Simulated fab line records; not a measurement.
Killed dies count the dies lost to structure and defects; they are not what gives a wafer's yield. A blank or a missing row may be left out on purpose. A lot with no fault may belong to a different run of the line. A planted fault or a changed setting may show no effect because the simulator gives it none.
Problem report, 8D (eight disciplines) form, completed by code / flow n5_finfet / the parts of the form that need people (team, actions taken, sign-off) are left out

== 1. THE ISSUE ==
At N5_BEOL_M15_CD_MEAS_28, cd_nm averages 391.6 nm over 6 wafers from 2 lots, while fault-free wafers read 408.2 nm, standard deviation 2.3. Measured from the usual mean, that is -7.2 standard deviations.
The step: target cd 407.6 nm.
The first sign was on wafer L327.1 at day 14 12:11, on cd_sem-03. The record holds 33 wafers of 11 lots with a number at this step. Rule for "out", or "out of limits": more than 4 standard deviations from the usual mean. Any other wafer with a number is counted as sound.

== 2. WHAT IT IS; WHAT IT IS NOT ==
question=which readings at this step | is=cd_nm | is not=-
question=which lots | is=L327, L328 | is not=L320, L321, L323, L326, L332, L334, L337, L340, L341
question=which wafers of those lots | is=all that have a number | is not=-
question=read on which gauges | is=cd_sem-02, cd_sem-03 | is not=cd_sem-01
question=when | is=from day 14 12:11 | is not=up to then (9 sound wafers); but 18 sound wafers of L326, L332, L334, L337, L340, L341 came after

== 3. WHAT RULES OUT EACH SUSPECT ==
Counting: a tool stays on the suspect list if, at a process step up to the reading, it processed all lots that are out and no sound lot following the first of them.
- the gauge at N5_BEOL_M15_CD_MEAS_28: ruled out. 2 gauges (cd_sem-02, cd_sem-03) read the wafers that are out.
- litho_track-03 at N5_BEOL_M15_PEB_26 (peb time 90 s): ruled out as a lasting fault. Following L327 (day 14 12:04), the first lot on it that is out, the sound lots L341 were run on it.
Left after counting: nothing in the record.

== 4. THE CAUSE (what the simulator had put in) ==
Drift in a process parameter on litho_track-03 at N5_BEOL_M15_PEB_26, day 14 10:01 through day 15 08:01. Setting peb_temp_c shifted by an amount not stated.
Counting ruled it out, wrongly: the rule takes a fault to strike every lot that its tool runs from its start on, and this one did not.

== 5. SEQUENCE OF EFFECTS, ordered by route ==
One row per reading whose mean, taken over the struck wafers that have a number, lies over 3 standard deviations from the usual. Readings are gone through only where the record gives a usual standard deviation; hours: the median, over the lots, of the time from a lot's start at the first step in this table giving one to that lot's start at this step; sigmas: the change measured in usual standard deviations.
hours=0; step=N5_BEOL_M15_PEB_26; reading=heater_power_total_W; usual=172.4 W; on struck wafers=166.5; change=-5.9; sigmas=-7.5
hours=0; step=N5_BEOL_M15_PEB_26; reading=plate_temp_C; usual=130.03 C; on struck wafers=126.60; change=-3.43; sigmas=-29
hours=0; step=N5_BEOL_M15_CD_MEAS_28; reading=cd_nm; usual=408.2 nm; on struck wafers=391.6; change=-16.6; sigmas=-7.2
The process steps in it:
- N5_BEOL_M15_PEB_26: peb time 90 s.

== 6. WHAT WOULD HAVE CAUGHT IT SOONER ==
The first out-of-limits reading at a measuring or inspecting step in this record came at day 14 12:11, 2 hours after the fault's start at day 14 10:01.
Tool's own readings at N5_BEOL_M15_PEB_26, heater_power_total_W, plate_temp_C: out on all struck wafers the step has rows for; an alarm limit on them would have tripped on the first.
